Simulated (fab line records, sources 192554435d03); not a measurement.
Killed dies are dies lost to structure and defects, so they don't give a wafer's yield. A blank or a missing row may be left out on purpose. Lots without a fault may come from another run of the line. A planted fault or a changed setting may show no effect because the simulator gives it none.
fab line records | flow n5_finfet
record lots=5 wafers=15 last_day=18
route steps=1938 shown BEOL_M6@1250 BEOL_M7@1263
lots that met no fault: from a run of the same line without faults
start_h: hours from the record's first day to the start of the lot's first wafer shown | wait_h: hours since the lot's step before | " the same as in the row above | L1.1+2: a row that stands for several wafers | - no value, or no start given | * or withheld: withheld | < > ~ a bound
route shown NAME@n: a module of which the file shows steps, and the number in the route of the first | usual: mean/standard deviation of fault-free wafers | same: alike in all rows | chamber/n: place in a boat | sites: the reading at each site | _std_site: their standard deviation | _edge_site: outer sites' mean less inner sites' | radius_mm: how far each site lies from the wafer's centre | mask NAME#n: copy n | behind: the tool/chamber that last shaped the wafer | hold: why the lot was held/for how many hours/how that ended | device: the transistor (n, p or np) that didn't switch | end of line: the same wafers' tests at the end of the route | a step without rows: its recipe alone | killed: dies lost to structure and defects at the first sort, not the wafer's yield | map: a wafer's dies, x killed, . not, _ none there
set.NAME: the setting as run; set.NAME@STEP: as run at that earlier step | model.NAME: the simulator's own value behind a step, which no gauge read
lots at some steps of the route; a table a step, a row a wafer
services: from which hour (start_h, from the record's first day; less than 0 if before it) a tool's chamber was out of use, for how many hours, and why
## steps
# step N5_BEOL_M6_PRE_CLEAN_45
# recipe gas=H2/He time_s=30 temp_c=250
# usual heater_power_w=328/38 susceptor_temp_C=249.99/0.16
# columns lot.wafer tool chamber start_h wait_h heater_power_w susceptor_temp_C
L074.1 pvd_sputter-03 - 187.47 0.0 392 249.85
L074.4 " - " " 268 250.17
L074.5 " - " " 390 250.38
L079.1 pvd_sputter-03 - 213.01 0.0 294 249.86
L079.3 " - " " 405 249.80
L079.6 " - " " 264 250.20
L081.1 pvd_sputter-03 - 215.05 0.0 272 249.68
L081.4 " - " " 393 250.19
L081.5 " - " " 301 249.78
L092.1 pvd_sputter-03 - 299.99 0.0 265 250.05
L092.2 " - " " 381 249.98
L092.3 " - " " 294 250.07
L097.2 pvd_sputter-02 - 336.69 0.0 329 250.04
L097.4 " - " " 331 250.00
L097.6 " - " " 348 249.97
# step N5_BEOL_M6_ALD_77
# recipe material=TaN target_thk_a=20 temp_c=275 ald_precursor_family=PDMAT ald_co_reactant=NH3 pressure_torr=3 carrier_flow_sccm=1500 pulse_time_s=2 purge_time_s=3 co_reactant_purge_time_s=2 co_reactant_pulse_time_s=3 ald_cycles=40 precursor_vessel_temp_c=75 precursor_vessel_pressure_torr=26.25 precursor_vessel_carrier_sccm=1000
# usual heater_power_w=436/54 precursor_vessel_pressure_torr=26.25/0.057 precursor_vessel_temp_c=74.99/0.12 susceptor_temp_C=275.00/0.18
# columns lot.wafer tool chamber start_h wait_h heater_power_w precursor_vessel_pressure_torr precursor_vessel_temp_c susceptor_temp_C
L074.1 ald_metal-02 0 187.53 0.0 439 26.24 75.11 274.82
L074.4 " 3 " " 400 26.26 74.94 274.82
L074.5 " 0 " " 436 26.24 74.96 274.79
L079.1 ald_metal-01 1 213.14 0.1 531 26.14 74.97 274.92
L079.3 " 2 " " 425 26.23 75.18 274.92
L079.6 " 2 " " 430 26.20 75.15 274.64
L081.1 ald_metal-01 1 215.12 0.1 530 26.31 75.00 274.89
L081.4 " 2 " " 432 26.21 74.93 274.78
L081.5 " 3 " " 349 26.20 74.86 275.31
L092.1 ald_metal-04 2 300.28 0.3 451 26.27 74.84 274.73
L092.2 " 3 " " 511 26.27 75.05 275.11
L092.3 " 0 " " 450 26.21 74.79 275.37
L097.2 ald_metal-04 0 336.98 0.3 454 26.24 74.85 274.90
L097.4 " 1 " " 453 26.21 75.23 275.13
L097.6 " 1 " " 456 26.26 75.06 274.92
# step N5_BEOL_M6_SURFACE_TREAT_79
# recipe gas=Ar time_s=* ion_energy_ev=* ion_current_ma_cm2=0.5 pressure_mtorr=* ar_flow_sccm=30
# usual pressure_mtorr=* throttle_valve_pct=*
# columns lot.wafer tool chamber start_h wait_h pressure_mtorr throttle_valve_pct
L074.1 pvd_sputter-01 - 188.07 0.4 * *
L074.4 " - " " * *
L074.5 " - " " * *
L079.1 pvd_sputter-03 - 213.55 0.3 * *
L079.3 " - " " * *
L079.6 " - " " * *
L081.1 pvd_sputter-01 - 215.42 0.2 * *
L081.4 " - " " * *
L081.5 " - " " * *
L092.1 pvd_sputter-01 - 300.89 0.5 * *
L092.2 " - " " * *
L092.3 " - " " * *
L097.2 pvd_sputter-03 - 337.91 0.8 * *
L097.4 " - " " * *
L097.6 " - " " * *
# step N5_BEOL_M6_CVD_78
# recipe material=Co target_thk_a=20 temp_c=withheld precursor=CCTBA/H2 pressure_torr=30 time_s=142.3
# columns lot.wafer tool chamber start_h wait_h
L074.1+4+5 cvd_co-02 1,2,0 188.37 0.3
L079.1+3+6 cvd_co-01 0,1,1 213.61 0.0
L081.1+4+5 cvd_co-02 1,1,0 215.51 0.1
L092.1+2+3 cvd_co-01 2,0,1 300.95 0.0
L097.2+4+6 cvd_co-01 2,2,0 338.19 0.3
# step N5_BEOL_M6_SPUTTER_48
# recipe material=Cu target_thk_a=100 temp_c=-20 bias_v=60 power_w=26000 chamber_pressure_pa=0.13 time_s=1.667
# usual bias_v=60.0/0.58 susceptor_temp_C=-20.00/0.11 throttle_valve_pct=30.9/0.8
# columns lot.wafer tool chamber start_h wait_h bias_v susceptor_temp_C throttle_valve_pct
L074.1 pvd_sputter-02 - 188.48 0.1 59.2 -19.87 32.0
L074.4 " - " " 59.5 -20.11 31.2
L074.5 " - " " 58.8 -20.02 29.7
L079.1 pvd_sputter-03 - 213.83 0.2 59.3 -19.80 31.1
L079.3 " - " " 59.7 -19.90 29.3
L079.6 " - " " 60.0 -20.10 31.1
L081.1 pvd_sputter-03 - 215.73 0.2 59.9 -19.95 30.6
L081.4 " - " " 60.7 -19.87 30.1
L081.5 " - " " 59.1 -20.10 29.2
L092.1 pvd_sputter-01 - 301.09 0.1 59.9 -20.03 30.6
L092.2 " - " " 61.0 -19.81 31.9
L092.3 " - " " 60.9 -20.07 31.2
L097.2 pvd_sputter-03 - 338.37 0.1 59.7 -20.04 31.3
L097.4 " - " " 60.7 -20.12 29.3
L097.6 " - " " 59.6 -19.98 30.5
# step N5_BEOL_M6_ECD_50
# recipe material=Cu target_thk_a=3000
# columns lot.wafer tool chamber start_h wait_h
L074.1+4+5 ecd_cu-02 0 188.60 0.1
L079.1+3+6 ecd_cu-02 0,1,1 213.95 0.1
L081.1+4+5 ecd_cu-02 1 215.91 0.1
L092.1+2+3 ecd_cu-01 1,0,1 301.21 0.1
L097.2+4+6 ecd_cu-02 0 338.49 0.1
# step N5_BEOL_M6_ANNEAL_51
# recipe temp_c=225 time_s=90 ambient=N2
# usual wafer_temp_C_max=225.78/0.26
# columns lot.wafer tool chamber start_h wait_h wafer_temp_C_max
L074.1 rtp_anneal-02 0 189.40 0.8 225.76
L074.4 " 0 " " 225.69
L074.5 " 0 " " 225.81
L079.1 rtp_anneal-01 0 214.04 0.1 226.27
L079.3 " 0 " " 225.99
L079.6 " 0 " " 226.11
L081.1 rtp_anneal-02 0 216.23 0.3 225.88
L081.4 " 0 " " 225.55
L081.5 " 0 " " 225.95
L092.1 rtp_anneal-01 0 301.30 0.1 225.79
L092.2 " 0 " " 226.46
L092.3 " 0 " " 225.84
L097.2 rtp_anneal-02 0 338.62 0.1 225.34
L097.4 " 0 " " 225.84
L097.6 " 0 " " 226.07
# step N5_BEOL_M6_CMP_52
# recipe stop_on=SiCOH_lowk t_overpolish_s=6.9 down_force_psi=1 platen_rpm=50 clearing_platen_down_force_psi=1.5 clearing_platen_rpm=50 post_cmp_clean=cu_alkaline target_thk_nm=80 clearing_platen_pad_velocity_m_s=0.99484 pad_velocity_m_s=0.99484
# usual barrier_field_endpoint_s=28.7/0.61 edge_zone_pressure_frac=0.999/0.0045 motor_current_A=6.2/0.54 overpolish_run_s=6.899/0.01 time_to_endpoint_s=61.3/2.1
# same t_overpolish_s=6.9
# columns lot.wafer tool chamber start_h wait_h barrier_field_endpoint_s edge_zone_pressure_frac motor_current_A overpolish_run_s time_to_endpoint_s
L074.1 cmp-02 1 189.70 0.3 28.7 1.006 6.4 6.884 61.0
L074.4 " 0 " " 28.9 1.002 7.0 6.915 62.4
L074.5 " 2 " " 28.9 1.001 6.8 6.895 59.4
L079.1 cmp-03 0 214.34 0.3 28.2 0.993 6.6 6.898 62.3
L079.3 " 2 " " 28.3 0.999 5.5 6.904 62.5
L079.6 " 1 " " 28.4 0.998 5.9 6.886 59.5
L081.1 cmp-03 2 216.70 0.4 29.5 0.999 5.5 6.885 65.1
L081.4 " 1 " " 29.0 0.998 5.7 6.888 63.4
L081.5 " 3 " " 29.2 0.993 5.3 6.907 63.5
L092.3 cmp-03 2 301.64 0.2 28.6 0.997 5.3 6.913 61.2
L092.2 " 3 " " 28.8 0.997 5.1 6.889 61.0
L092.1 " 0 " " 28.4 0.999 7.0 6.911 58.7
L097.4 cmp-04 0 338.88 0.1 28.7 0.995 6.1 6.892 61.6
L097.2 " 1 " " 28.4 0.999 5.9 6.888 59.3
L097.6 " 0 " " 28.9 0.989 6.1 6.897 62.8
# step N5_BEOL_M6_THK_MEAS_53
# recipe thk_meas_gauge=xrf reads=Cu_of_BEOL_M6_ECD_50
# usual M6_THK=78.6/1.4
# columns lot.wafer tool chamber start_h wait_h M6_THK[nm]
L074.1 film_metro-02 - 189.99 - 77.6
L074.4 " - " " 78.6
L074.5 " - " " 78.4
L079.1 film_metro-02 - 214.63 - 76.4
L079.3 " - " " 77.8
L079.6 " - " " 78.1
L081.1 film_metro-02 - 217.00 - 78.4
L081.4 " - " " 79.1
L081.5 " - " " 78.5
L092.1 film_metro-02 - 301.90 - 77.8
L092.2 " - " " 77.3
L092.3 " - " " 80.3
L097.2 film_metro-02 - 339.17 - 77.3
L097.4 " - " " 81.7
L097.6 " - " " 79.4
# step N5_BEOL_M6_PRE_CLEAN_55
# recipe gas=NH3 time_s=15 temp_c=withheld rf_power_w=300
# columns lot.wafer tool chamber start_h wait_h
L074.1+4+5 pecvd-01 1,0,2 190.03 0.0
L079.1+3+6 pecvd-03 0,2,2 214.67 0.0
L081.1+4+5 pecvd-04 1,0,2 217.03 0.0
L092.1+2+3 pecvd-04 0,1,2 301.93 0.0
L097.2+4+6 pecvd-03 1,1,2 339.21 0.0
# step N5_BEOL_M6_DEP_56
# recipe material=SiCN target_thk_a=100 temp_c=withheld precursor=3MS/NH3 pressure_torr=3 rf_w=202 time_s=17.5
# usual showerhead_plenum_p_Torr=3.668/0.012 throttle_valve_pct=9.3/0.38
# columns lot.wafer tool chamber start_h wait_h showerhead_plenum_p_Torr throttle_valve_pct
L074.1 pecvd-01 1 190.05 0.0 3.673 9.3
L074.4 " 0 " " 3.660 9.0
L074.5 " 2 " " 3.663 9.5
L079.1 pecvd-03 0 214.69 0.0 3.671 9.9
L079.3 " 2 " " 3.682 9.0
L079.6 " 2 " " 3.681 9.3
L081.1 pecvd-04 1 217.06 0.0 3.665 9.1
L081.4 " 0 " " 3.651 9.4
L081.5 " 2 " " 3.644 9.1
L092.1 pecvd-04 0 301.96 0.0 3.668 9.4
L092.2 " 1 " " 3.666 9.1
L092.3 " 2 " " 3.652 9.2
L097.2 pecvd-03 1 339.23 0.0 3.684 8.9
L097.4 " 1 " " 3.684 9.1
L097.6 " 2 " " 3.688 9.3
# step N5_BEOL_M6_RS_MEAS_57
# recipe thk_meas_gauge=four-point-probe reads=Cu_of_BEOL_M6_ECD_50+Co_of_BEOL_M6_CVD_78+TaN_of_BEOL_M6_ALD_77
# usual M6_RS=0.287/0.0058
# columns lot.wafer tool chamber start_h wait_h M6_RS[ohm/sq]
L074.1 film_metro-02 - 190.12 0.1 0.289
L074.4 " - " " 0.283
L074.5 " - " " 0.285
L079.1 film_metro-02 - 214.76 0.1 0.294
L079.3 " - " " 0.291
L079.6 " - " " 0.288
L081.1 film_metro-01 - 217.13 0.1 0.287
L081.4 " - " " 0.286
L081.5 " - " " 0.289
L092.1 film_metro-02 - 302.03 0.1 0.293
L092.2 " - " " 0.295
L092.3 " - " " 0.283
L097.2 film_metro-01 - 339.30 0.1 0.294
L097.4 " - " " 0.275
L097.6 " - " " 0.286
# step N5_BEOL_M6_INSPECT_58
# recipe inspect_instrument=darkfield mode=post_dep
# usual raw_defect_count=67/23
# columns lot.wafer tool chamber start_h wait_h raw_defect_count
L074.1 defect_inspect-01 - 190.15 0.0 63
L074.4 " - " " 69
L074.5 " - " " 57
L079.1 defect_inspect-02 - 214.79 0.0 101
L079.3 " - " " 62
L079.6 " - " " 50
L081.1 defect_inspect-01 - 217.15 0.0 71
L081.4 " - " " 78
L081.5 " - " " 85
L092.1 defect_inspect-01 - 302.05 0.0 140
L092.2 " - " " 99
L092.3 " - " " 107
L097.2 defect_inspect-01 - 339.33 0.0 85
L097.4 " - " " 79
L097.6 " - " " 69
# step N5_BEOL_M7_ILD_DEP_00
# recipe material=SiCOH_lowk target_thk_a=1797.5 temp_c=300 precursor=DEMS/porogen pressure_torr=5 rf_w=500 time_s=33.4
# usual heater_power_w=310/41 showerhead_plenum_p_Torr=5.739/0.015 susceptor_temp_C=299.98/0.19 throttle_valve_pct=14.0/0.39
# columns lot.wafer tool chamber start_h wait_h heater_power_w showerhead_plenum_p_Torr susceptor_temp_C throttle_valve_pct
L074.1 pecvd-02 2 190.19 0.0 281 5.751 299.78 13.7
L074.4 " 1 " " 272 5.768 299.74 13.4
L074.5 " 2 " " 292 5.733 299.99 13.6
L079.1 pecvd-04 1 214.83 0.0 325 5.731 300.01 14.1
L079.3 " 2 " " 377 5.711 300.01 14.1
L079.6 " 2 " " 371 5.737 300.02 14.2
L081.1 pecvd-04 1 217.19 0.0 323 5.737 300.10 14.0
L081.4 " 0 " " 277 5.731 299.92 14.4
L081.5 " 2 " " 383 5.703 300.06 14.1
L092.1 pecvd-01 1 302.09 0.0 366 5.739 299.57 14.2
L092.2 " 0 " " 350 5.720 299.69 13.8
L092.3 " 2 " " 202 5.735 299.86 13.4
L097.2 pecvd-02 2 339.36 0.0 320 5.733 300.47 14.0
L097.4 " 1 " " 286 5.766 300.19 13.4
L097.6 " 2 " " 313 5.759 300.23 14.1
# step N5_BEOL_M7_CURE_74
# recipe temp_c=385 time_s=240 ambient=He/Ar material=SiCOH_lowk
# usual lamp_power_pct=52.31/0.059 wafer_temp_C_max=387.1/0.62
# columns lot.wafer tool chamber start_h wait_h lamp_power_pct wafer_temp_C_max
L074.1 uv_cure-03 2 190.25 0.0 52.34 388.2
L074.4 " 2 " " 52.29 387.5
L074.5 " 2 " " 52.27 386.9
L079.1 uv_cure-01 1 214.89 0.0 52.31 386.3
L079.3 " 1 " " 52.31 386.5
L079.6 " 1 " " 52.39 386.9
L081.1 uv_cure-02 1 217.26 0.0 52.41 387.2
L081.4 " 1 " " 52.23 387.5
L081.5 " 1 " " 52.32 388.2
L092.1 uv_cure-02 0 302.16 0.0 52.29 386.8
L092.2 " 0 " " 52.36 387.6
L092.3 " 0 " " 52.44 387.2
L097.2 uv_cure-03 1 339.51 0.1 52.21 386.4
L097.4 " 1 " " 52.29 386.4
L097.6 " 1 " " 52.28 386.3
# step N5_BEOL_M7_THK_MEAS_01
# recipe reads=SiCOH_lowk_of_BEOL_M7_ILD_DEP_00
# usual M7_ILD_THK=154.6/1.9
# columns lot.wafer tool chamber start_h wait_h M7_ILD_THK[nm]
L074.1 film_metro-01 - 191.24 0.8 152.1
L074.4 " - " " 155.0
L074.5 " - " " 155.6
L079.1 film_metro-01 - 215.40 0.4 151.1
L079.3 " - " " 151.7
L079.6 " - " " 153.2
L081.1 film_metro-02 - 217.77 0.4 153.4
L081.4 " - " " 156.7
L081.5 " - " " 155.5
L092.1 film_metro-02 - 302.67 0.4 155.2
L092.2 " - " " 153.0
L092.3 " - " " 155.2
L097.2 film_metro-02 - 339.94 0.4 155.7
L097.4 " - " " 158.0
L097.6 " - " " 158.1
# step N5_BEOL_M7_PECVD_70
# recipe material=SiO2 target_thk_a=200 temp_c=400 precursor=TEOS/O2 pressure_torr=5.5 rf_w=450 teos_flow_sccm=53.8 gas=O2 flow_sccm=3000 time_s=22.7
# usual heater_power_w=723/81 showerhead_plenum_p_Torr=8.78/0.054 susceptor_temp_C=400.01/0.24 throttle_valve_pct=22.6/0.63
# columns lot.wafer tool chamber start_h wait_h heater_power_w showerhead_plenum_p_Torr susceptor_temp_C throttle_valve_pct
L074.1 pecvd-01 2 191.28 0.0 641 8.75 400.39 23.6
L074.4 " 0 " " 799 8.74 400.29 21.8
L074.5 " 1 " " 846 8.79 400.41 23.1
L079.1 pecvd-02 0 215.44 0.0 710 8.85 399.73 22.8
L079.3 " 2 " " 759 8.81 399.79 21.9
L079.6 " 0 " " 715 8.87 399.64 23.0
L081.1 pecvd-04 0 217.80 0.0 657 8.78 400.28 23.5
L081.4 " 1 " " 784 8.77 400.00 22.8
L081.5 " 0 " " 673 8.77 400.40 23.1
L092.1 pecvd-01 0 302.71 0.0 808 8.75 399.61 22.0
L092.2 " 1 " " 863 8.83 400.01 23.1
L092.3 " 2 " " 577 8.73 399.87 21.2
L097.2 pecvd-02 1 339.98 0.0 689 8.83 399.85 21.4
L097.4 " 2 " " 633 8.78 399.66 22.5
L097.6 " 0 " " 898 8.90 399.82 23.3
# step N5_BEOL_M7_HM_DEP_02
# recipe material=TiN target_thk_a=200 temp_c=25 chamber_pressure_pa=0.49996
# usual susceptor_temp_C=25.02/0.1 throttle_valve_pct=30.8/0.73
# columns lot.wafer tool chamber start_h wait_h susceptor_temp_C throttle_valve_pct
L074.1 pvd_sputter-02 - 191.55 0.3 25.06 31.1
L074.4 " - " " 25.18 32.0
L074.5 " - " " 25.15 32.0
L079.1 pvd_sputter-01 - 215.86 0.4 24.92 31.9
L079.3 " - " " 25.12 30.6
L079.6 " - " " 24.98 31.8
L081.1 pvd_sputter-01 - 218.34 0.5 24.96 31.8
L081.4 " - " " 24.88 30.5
L081.5 " - " " 24.88 30.4
L092.1 pvd_sputter-02 - 305.18 2.5 24.92 30.8
L092.2 " - " " 25.17 30.2
L092.3 " - " " 24.98 32.1
L097.2 pvd_sputter-01 - 340.78 0.8 24.93 30.6
L097.4 " - " " 25.00 31.3
L097.6 " - " " 24.96 31.3
# step N5_BEOL_M7_COAT_59
# recipe resist=SOC temp_c=250 time_s=60 spin_rpm=1500 resist_thk_nm=100
# usual chill_plate_temp_C=22.99/0.12
# columns lot.wafer tool chamber start_h wait_h chill_plate_temp_C
L074.1 litho_track-02 0 191.68 0.1 23.09
L074.4 " 0 " " 22.92
L074.5 " 0 " " 23.05
L079.1 litho_track-02 0 215.99 0.1 23.12
L079.3 " 0 " " 23.08
L079.6 " 0 " " 23.10
L081.1 litho_track-01 0 218.47 0.1 22.94
L081.4 " 0 " " 22.97
L081.5 " 0 " " 23.02
L092.1 litho_track-01 0 305.31 0.1 23.19
L092.2 " 0 " " 23.03
L092.3 " 0 " " 22.89
L097.2 litho_track-05 0 340.90 0.1 22.83
L097.4 " 0 " " 23.05
L097.6 " 0 " " 23.02
# step N5_BEOL_M7_COAT_60
# recipe resist=SiARC temp_c=220 time_s=60 spin_rpm=1500 resist_thk_nm=35
# usual chill_plate_temp_C=23.01/0.1
# columns lot.wafer tool chamber start_h wait_h chill_plate_temp_C
L074.1 litho_track-02 0 - - 22.98
L074.4 " 0 " " 22.81
L074.5 " 0 " " 23.04
L079.1 litho_track-02 0 - - 22.94
L079.3 " 0 " " 23.07
L079.6 " 0 " " 23.15
L081.1 litho_track-01 0 - - 23.02
L081.4 " 0 " " 23.01
L081.5 " 0 " " 22.99
L092.1 litho_track-01 0 - - 23.14
L092.2 " 0 " " 23.08
L092.3 " 0 " " 23.02
L097.2 litho_track-05 0 - - 22.90
L097.4 " 0 " " 22.83
L097.6 " 0 " " 22.86
# step N5_BEOL_M7_COAT_05
# recipe resist=CAR-ArF spin_rpm=1500 resist_thk_nm=90
# usual chill_plate_temp_C=22.98/0.099
# columns lot.wafer tool chamber start_h wait_h chill_plate_temp_C
L074.1 litho_track-02 0 - - 22.87
L074.4 " 0 " " 23.00
L074.5 " 0 " " 22.96
L079.1 litho_track-02 0 - - 22.98
L079.3 " 0 " " 22.97
L079.6 " 0 " " 22.89
L081.1 litho_track-01 0 - - 23.02
L081.4 " 0 " " 22.85
L081.5 " 0 " " 23.04
L092.1 litho_track-01 0 - - 23.00
L092.2 " 0 " " 22.93
L092.3 " 0 " " 23.06
L097.2 litho_track-05 0 - - 23.01
L097.4 " 0 " " 22.96
L097.6 " 0 " " 22.91
# step N5_BEOL_M7_EBR_07
# recipe solvent=PGMEA ebr_width_mm=1.5
# usual chill_plate_temp_C=22.98/0.1
# same ebr_width_mm=1.5
# columns lot.wafer tool chamber start_h wait_h chill_plate_temp_C
L074.1 litho_track-02 0 - - 22.81
L074.4 " 0 " " 22.96
L074.5 " 0 " " 23.04
L079.1 litho_track-02 0 - - 23.02
L079.3 " 0 " " 23.13
L079.6 " 0 " " 22.92
L081.1 litho_track-01 0 - - 23.12
L081.4 " 0 " " 22.87
L081.5 " 0 " " 23.08
L092.1 litho_track-01 0 - - 22.87
L092.2 " 0 " " 23.01
L092.3 " 0 " " 22.98
L097.2 litho_track-05 0 - - 22.86
L097.4 " 0 " " 22.86
L097.6 " 0 " " 22.87
# step N5_BEOL_M7_SOFTBAKE_06
# recipe temp_c=110 time_s=60 resist=CAR-ArF
# usual chill_plate_temp_C=22.99/0.1
# columns lot.wafer tool chamber start_h wait_h chill_plate_temp_C
L074.1 litho_track-02 0 - - 22.93
L074.4 " 0 " " 22.90
L074.5 " 0 " " 23.03
L079.1 litho_track-02 0 - - 22.94
L079.3 " 0 " " 23.31
L079.6 " 0 " " 23.05
L081.1 litho_track-01 0 - - 22.95
L081.4 " 0 " " 22.98
L081.5 " 0 " " 23.06
L092.1 litho_track-01 0 - - 22.97
L092.2 " 0 " " 23.01
L092.3 " 0 " " 23.07
L097.2 litho_track-05 0 - - 23.00
L097.4 " 0 " " 22.99
L097.6 " 0 " " 22.89
# step N5_BEOL_M7_EXPOSE_08
# recipe mask_id=M7 na=1.35 source_shape=dipole sigma_inner=0.817 sigma_outer=0.97 polarization=te dose_mj=68.25
# same sigma_outer=0.97
# columns lot.wafer tool chamber start_h wait_h mask
L074.1+4+5 arfi_scanner-03 0 191.80 - M7#0
L079.1+3+6 arfi_scanner-01 0 216.23 - M7#0
L081.1+4+5 arfi_scanner-01 0 218.59 - M7#0
L092.1+2+3 arfi_scanner-01 0 305.42 - M7#0
L097.2+4+6 arfi_scanner-01 0 341.03 - M7#0
# step N5_BEOL_M7_PEB_09
# recipe peb_temp_c=withheld peb_time_s=60 resist=CAR-ArF
# usual chill_plate_temp_C=22.99/0.091
# columns lot.wafer tool chamber start_h wait_h chill_plate_temp_C
L074.1 litho_track-01 0 191.86 0.1 22.92
L074.4 " 0 " " 22.91
L074.5 " 0 " " 23.14
L079.1 litho_track-01 0 216.29 0.1 23.11
L079.3 " 0 " " 23.02
L079.6 " 0 " " 23.07
L081.1 litho_track-01 0 218.65 0.1 23.04
L081.4 " 0 " " 22.94
L081.5 " 0 " " 23.01
L092.1 litho_track-02 0 305.48 0.1 22.86
L092.2 " 0 " " 22.80
L092.3 " 0 " " 23.05
L097.2 litho_track-01 0 341.08 0.0 23.00
L097.4 " 0 " " 22.95
L097.6 " 0 " " 23.05
# step N5_BEOL_M7_DEVELOP_10
# recipe develop_time_s=30 developer=TMAH resist=CAR-ArF rinse_liquid=diw dry=air_spin dev_temp_c=23
# usual chill_plate_temp_C=23.00/0.12
# columns lot.wafer tool chamber start_h wait_h chill_plate_temp_C
L074.1 litho_track-01 0 - - 23.18
L074.4 " 0 " " 23.18
L074.5 " 0 " " 23.14
L079.1 litho_track-01 0 - - 22.98
L079.3 " 0 " " 23.03
L079.6 " 0 " " 22.95
L081.1 litho_track-01 0 - - 22.99
L081.4 " 0 " " 22.95
L081.5 " 0 " " 23.00
L092.1 litho_track-02 0 - - 22.95
L092.2 " 0 " " 23.13
L092.3 " 0 " " 23.08
L097.2 litho_track-01 0 - - 23.08
L097.4 " 0 " " 23.10
L097.6 " 0 " " 22.97
# step N5_BEOL_M7_CD_MEAS_11
# recipe target_cd_nm=38.5 landing_energy_ev=500 detector=se_inlens polarity=opening
# usual cd_nm=38.4/0.41
# columns lot.wafer tool chamber start_h wait_h cd_nm
L074.1 cd_sem-03 0 191.93 - 38.6
L074.4 " 0 " " 38.6
L074.5 " 0 " " 38.3
L079.1 cd_sem-02 0 216.36 - 38.9
L079.3 " 0 " " 38.6
L079.6 " 0 " " 38.4
L081.1 cd_sem-02 0 218.72 - 38.5
L081.4 " 0 " " 38.6
L081.5 " 0 " " 38.6
L092.1 cd_sem-03 0 305.55 - 38.1
L092.2 " 0 " " 38.1
L092.3 " 0 " " 38.6
L097.2 cd_sem-03 0 341.15 - 38.2
L097.4 " 0 " " 37.6
L097.6 " 0 " " 37.9
# step N5_BEOL_M7_OVL_MEAS_12
# recipe points_per_wafer=44
# usual M7_OVL=-0.1/0.6
# same points_per_wafer=44
# columns lot.wafer tool chamber start_h wait_h M7_OVL[nm]
L074.1 overlay-01 0 191.96 0.0 -0.3
L074.4 " 0 " " -0.4
L074.5 " 0 " " -0.5
L079.1 overlay-02 0 216.39 0.0 0.0
L079.3 " 0 " " 0.1
L079.6 " 0 " " -0.2
L081.1 overlay-02 0 218.75 0.0 -0.3
L081.4 " 0 " " 0.4
L081.5 " 0 " " -0.8
L092.1 overlay-01 0 305.58 0.0 1.3
L092.2 " 0 " " 1.4
L092.3 " 0 " " 0.7
L097.2 overlay-02 0 341.18 0.0 -0.4
L097.4 " 0 " " 0.1
L097.6 " 0 " " -0.6
# step N5_BEOL_M7_INSPECT_13
# recipe mode=adi inspect_instrument=brightfield
# usual raw_defect_count=419/98
# columns lot.wafer tool chamber start_h wait_h raw_defect_count
L074.1 defect_inspect-02 - 191.98 0.0 368
L074.4 " - " " 639
L074.5 " - " " 428
L079.1 defect_inspect-02 - 216.41 0.0 299
L079.3 " - " " 310
L079.6 " - " " 329
L081.1 defect_inspect-02 - 218.77 0.0 418
L081.4 " - " " 542
L081.5 " - " " 422
L092.1 defect_inspect-02 - 305.61 0.0 553
L092.2 " - " " 466
L092.3 " - " " 630
L097.2 defect_inspect-01 - 341.20 0.0 434
L097.4 " - " " 507
L097.6 " - " " 358
# step N5_BEOL_M7_DESCUM_16
# recipe chemistry=O2 time_s=7.9 source_power_w=50 bias_power_w=20 pressure_mtorr=20 rf_frequency_hz=2.712e+07 temp_c=40 resist=CAR-ArF o2_flow_sccm=225
# usual drypump_motor_current_A=5.6/0.37 oes_product_au=0.77/0.077 rf_vpp_V=243.1/1.3 showerhead_plenum_p_Torr=2.09/0.065 throttle_valve_pct=20.49/0.25
# columns lot.wafer tool chamber start_h wait_h drypump_motor_current_A oes_product_au rf_hours_counter_h rf_vpp_V showerhead_plenum_p_Torr throttle_valve_pct
L074.1 rie_diel-06 1 192.82 0.8 5.8 0.75 151 241.3 2.01 20.65
L074.4 " 2 " " 5.9 0.71 205 244.6 2.16 20.53
L074.5 " 3 " " 5.2 0.75 - 243.2 2.18 20.25
L079.1 rie_diel-05 3 216.45 0.0 5.6 0.82 96 242.4 2.03 20.21
L079.3 " 2 " " 5.1 0.86 61 243.7 2.11 20.27
L079.6 " 2 " " 5.1 0.86 - 244.0 2.11 20.28
L081.1 rie_diel-04 0 219.33 0.6 5.6 0.82 71 242.0 2.04 20.54
L081.4 " 2 " " 6.6 0.94 13 243.0 2.05 20.60
L081.5 " 3 " " 5.1 0.77 - 242.5 2.09 20.72
L092.1 rie_diel-06 2 305.64 0.0 6.0 0.70 242 245.1 2.15 20.57
L092.2 " 3 " " 5.2 0.72 204 244.2 2.16 20.28
L092.3 " 1 " " 5.8 0.71 189 242.2 2.00 20.74
L097.2 rie_diel-06 0 341.28 0.1 5.7 0.90 36 244.6 2.13 20.02
L097.4 " 3 " " 5.2 0.71 - 243.6 2.16 20.31
L097.6 " 0 " " 5.7 0.89 - 243.1 2.13 20.01
## services
# columns tool chamber start_h hours kind
cvd_co-02 0 164.38 13.9 repair
cmp-03 - 167.87 1.6 repair
cvd_co-01 - 168.86 1.6 repair
arfi_scanner-01 - 173.77 0.8 pm
cvd_co-02 - 174.31 6.0 pm
rie_diel-06 1 175.19 8.7 repair
cmp-03 - 181.19 5.3 repair
cvd_co-01 - 183.26 5.3 repair
arfi_scanner-01 - 189.49 1.0 pm
cmp-03 - 208.50 1.8 repair
ald_metal-01 0 212.99 3.4 repair
uv_cure-03 - 213.10 1.4 repair
arfi_scanner-01 - 216.78 0.8 pm
cmp-03 - 234.58 4.0 pm
arfi_scanner-01 - 241.24 1.3 pm
pecvd-03 - 254.41 2.8 pm
cmp-03 - 263.00 0.4 repair
arfi_scanner-01 - 272.08 3.3 repair
ecd_cu-02 - 277.46 1.5 repair
pecvd-01 - 296.54 5.5 pm
arfi_scanner-01 - 306.17 1.7 repair
rtp_anneal-02 - 316.06 5.5 repair
cmp-03 - 323.45 5.2 pm
arfi_scanner-01 - 329.66 6.9 repair
## key
fault none
